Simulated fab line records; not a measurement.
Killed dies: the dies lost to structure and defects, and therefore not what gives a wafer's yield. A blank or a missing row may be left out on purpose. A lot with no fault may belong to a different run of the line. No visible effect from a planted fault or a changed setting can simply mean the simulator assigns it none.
Which tool was responsible? || flow n5 finfet || 10 lots, 30 wafers sampled, at 4 steps of a route of 1938

## WHAT THE GAUGES READ, wafer by wafer
N5_BEOL_M10_CD_MEAS_18: pitch 140 nm, target cd 70 nm.
{"lot": "L913", "measured": "day 9 18:03", "on": "cd sem-01", "cd nm (nm)": "70.1 71.1 70.4"}
{"lot": "L914", "measured": "day 10 09:13", "on": "cd sem-03", "cd nm (nm)": "71.4 70.9 69.2"}
{"lot": "L922", "measured": "day 12 03:25", "on": "cd sem-03", "cd nm (nm)": "71.6 70.5 69.5"}
{"lot": "L924", "measured": "day 13 02:39", "on": "cd sem-01", "cd nm (nm)": "69.2 69.6 69.5"}
{"lot": "L923", "measured": "day 13 05:49", "on": "cd sem-03", "cd nm (nm)": "70.6 69.7 69.4"}
{"lot": "L925", "measured": "day 13 05:56", "on": "cd sem-03", "cd nm (nm)": "68.1 68.5 69.0"}
{"lot": "L926", "measured": "day 14 07:00", "on": "cd sem-02", "cd nm (nm)": "69.0 68.7 69.1"}
{"lot": "L933", "measured": "day 16 02:37", "on": "cd sem-01", "cd nm (nm)": "70.1 69.9 68.9"}
{"lot": "L934", "measured": "day 16 09:15", "on": "cd sem-02", "cd nm (nm)": "71.1 69.8 69.3"}
{"lot": "L935", "measured": "day 16 22:02", "on": "cd sem-01", "cd nm (nm)": "69.5 70.6 69.4"}

N5_BEOL_M10_OVL_MEAS_29.
{"lot": "L913", "measured": "day 9 20:31", "on": "overlay-01", "V9_OVL (nm)": "0.0 -0.1 -0.7"}
{"lot": "L914", "measured": "day 10 11:30", "on": "overlay-02", "V9_OVL (nm)": "0.2 0.3 -0.1"}
{"lot": "L922", "measured": "day 12 05:25", "on": "overlay-01", "V9_OVL (nm)": "-0.1 0.0 0.6"}
{"lot": "L924", "measured": "day 13 02:59", "on": "overlay-01", "V9_OVL (nm)": "0.3 0.0 -0.1"}
{"lot": "L923", "measured": "day 13 06:20", "on": "overlay-01", "V9_OVL (nm)": "-0.2 0.0 -0.6"}
{"lot": "L925", "measured": "day 13 06:29", "on": "overlay-01", "V9_OVL (nm)": "-1.1 -0.8 -0.2"}
{"lot": "L926", "measured": "day 14 08:16", "on": "overlay-01", "V9_OVL (nm)": "-1.2 -1.1 -0.8"}
{"lot": "L933", "measured": "day 16 03:35", "on": "overlay-02", "V9_OVL (nm)": "8.4 7.2 7.3"}
{"lot": "L934", "measured": "day 16 10:53", "on": "overlay-02", "V9_OVL (nm)": "-1.2 0.4 -1.0"}
{"lot": "L935", "measured": "day 16 23:05", "on": "overlay-01", "V9_OVL (nm)": "6.7 7.6 6.6"}

## TOOL THAT RAN EACH LOT (tool first, then ch and the chambers of the sampled wafers, then the start)
{"lot": "L913", "N5_BEOL_M10_STRIP_67": "rie diel-04 ch 2,3, day 9 17:43", "N5_BEOL_M10_EXPOSE_25": "arfi scanner-01 ch 0, day 9 20:21"}
{"lot": "L914", "N5_BEOL_M10_STRIP_67": "rie diel-06 ch 1,2,3, day 10 08:53", "N5_BEOL_M10_EXPOSE_25": "arfi scanner-01 ch 0, day 10 11:20"}
{"lot": "L922", "N5_BEOL_M10_STRIP_67": "rie diel-06 ch 0,1,2, day 12 03:11", "N5_BEOL_M10_EXPOSE_25": "arfi scanner-03 ch 0, day 12 05:15"}
{"lot": "L924", "N5_BEOL_M10_STRIP_67": "rie diel-06 ch 0,3, day 13 02:19", "N5_BEOL_M10_EXPOSE_25": "arfi scanner-03 ch 0, day 13 02:50"}
{"lot": "L923", "N5_BEOL_M10_STRIP_67": "rie diel-05 ch 1,3, day 13 05:28", "N5_BEOL_M10_EXPOSE_25": "arfi scanner-02 ch 0, day 13 06:10"}
{"lot": "L925", "N5_BEOL_M10_STRIP_67": "rie diel-05 ch 0,1,3, day 13 05:43", "N5_BEOL_M10_EXPOSE_25": "arfi scanner-03 ch 0, day 13 06:20"}
{"lot": "L926", "N5_BEOL_M10_STRIP_67": "rie diel-04 ch 1,3, day 14 06:46", "N5_BEOL_M10_EXPOSE_25": "arfi scanner-02 ch 0, day 14 08:07"}
{"lot": "L933", "N5_BEOL_M10_STRIP_67": "rie diel-04 ch 0,3, day 16 02:23", "N5_BEOL_M10_EXPOSE_25": "arfi scanner-03 ch 0, day 16 03:26"}
{"lot": "L934", "N5_BEOL_M10_STRIP_67": "rie diel-05 ch 2,3, day 16 08:50", "N5_BEOL_M10_EXPOSE_25": "arfi scanner-01 ch 0, day 16 10:43"}
{"lot": "L935", "N5_BEOL_M10_STRIP_67": "rie diel-05 ch 0,1, day 16 21:45", "N5_BEOL_M10_EXPOSE_25": "arfi scanner-03 ch 0, day 16 22:52"}
- N5_BEOL_M10_STRIP_67: strips in CF4.
- N5_BEOL_M10_EXPOSE_25: exposes mask V9.

## WHAT THE TOOLS THEMSELVES READ (means of the sampled wafers that have a number; where no wafer has one, the mark that the record gives instead)
N5_BEOL_M10_STRIP_67.
{"lot": "L913", "tool": "rie diel-04", "bias power w (W)": 74.92, "drypump motor current A (A)": 5.6, "oes product au (a.u.)": 0.77, "rf vpp V (V)": 271.5, "showerhead plenum p Torr (Torr)": 1.80, "throttle valve pct (%)": 13.51}
{"lot": "L914", "tool": "rie diel-06", "bias power w (W)": 74.96, "drypump motor current A (A)": 6.0, "oes product au (a.u.)": 0.74, "rf vpp V (V)": 269.9, "showerhead plenum p Torr (Torr)": 1.73, "throttle valve pct (%)": 13.74}
{"lot": "L922", "tool": "rie diel-06", "bias power w (W)": 75.23, "drypump motor current A (A)": 6.0, "oes product au (a.u.)": 0.85, "rf vpp V (V)": 271.0, "showerhead plenum p Torr (Torr)": 1.75, "throttle valve pct (%)": 13.62}
{"lot": "L924", "tool": "rie diel-06", "bias power w (W)": 75.07, "drypump motor current A (A)": 6.6, "oes product au (a.u.)": 0.88, "rf vpp V (V)": 271.0, "showerhead plenum p Torr (Torr)": 1.76, "throttle valve pct (%)": 13.50}
{"lot": "L923", "tool": "rie diel-05", "bias power w (W)": 75.08, "drypump motor current A (A)": 5.9, "oes product au (a.u.)": 0.84, "rf vpp V (V)": 270.2, "showerhead plenum p Torr (Torr)": 1.75, "throttle valve pct (%)": 13.29}
{"lot": "L925", "tool": "rie diel-05", "bias power w (W)": 75.13, "drypump motor current A (A)": 5.8, "oes product au (a.u.)": 0.87, "rf vpp V (V)": 272.4, "showerhead plenum p Torr (Torr)": 1.80, "throttle valve pct (%)": 13.33}
{"lot": "L926", "tool": "rie diel-04", "bias power w (W)": 75.25, "drypump motor current A (A)": 5.4, "oes product au (a.u.)": 0.77, "rf vpp V (V)": 269.3, "showerhead plenum p Torr (Torr)": 1.72, "throttle valve pct (%)": 13.31}
{"lot": "L933", "tool": "rie diel-04", "bias power w (W)": 75.08, "drypump motor current A (A)": 5.5, "oes product au (a.u.)": 0.84, "rf vpp V (V)": 272.2, "showerhead plenum p Torr (Torr)": 1.83, "throttle valve pct (%)": 13.17}
{"lot": "L934", "tool": "rie diel-05", "bias power w (W)": 74.95, "drypump motor current A (A)": 5.3, "oes product au (a.u.)": 0.91, "rf vpp V (V)": 271.6, "showerhead plenum p Torr (Torr)": 1.82, "throttle valve pct (%)": 13.25}
{"lot": "L935", "tool": "rie diel-05", "bias power w (W)": 74.98, "drypump motor current A (A)": 5.9, "oes product au (a.u.)": 0.80, "rf vpp V (V)": 270.5, "showerhead plenum p Torr (Torr)": 1.78, "throttle valve pct (%)": 13.35}

## THE ANSWER, worked out from the rows above alone
Rule: what is usual is taken from the lots themselves. Put in order of their means at a reading, lots are off if they are a third of the lots or fewer, leave a main group of 4 or more, and stand apart from it by a gap of 3 or more times the standard deviation of the main group's means; of several such gaps the widest counts. A main group is skipped when, at the precision printed for the reading in the tables above, its means are all equal. A lot without any number at a reading at which 4 lots or more have one is off too. The other lots that the step has rows for count as sound. Order of review: gauges by route order, followed by the tools' own readings, for which a lot's mean as printed above is used. The first step at which some lot is off is used, and at that step the reading that is off furthest; a lot without a number counts as furthest.
Off: L933, L935, at N5_BEOL_M10_OVL_MEAS_29 (V9_OVL). The main group: mean -0.3 nm, standard deviation 0.41.
If a tool, at a process step before that reading, ran all the lots that are off and no sound lot after the first of them, it fits. Gauges at N5_BEOL_M10_OVL_MEAS_29: tried the same way as those tools. One fits: N5_BEOL_M10_EXPOSE_25 on arfi scanner-03. A fault onset in the window from L925 (day 13 06:20, its last sound lot) to L933 (day 16 03:26, its first lot off) fits.

## WHAT THE SIMULATOR PUT IN
Scanner matching overlay: arfi scanner-03, from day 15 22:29 on, at N5_BEOL_M10_EXPOSE_25. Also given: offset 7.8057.
Struck lots among those shown: L933, L935. This agrees with what the rule above found.
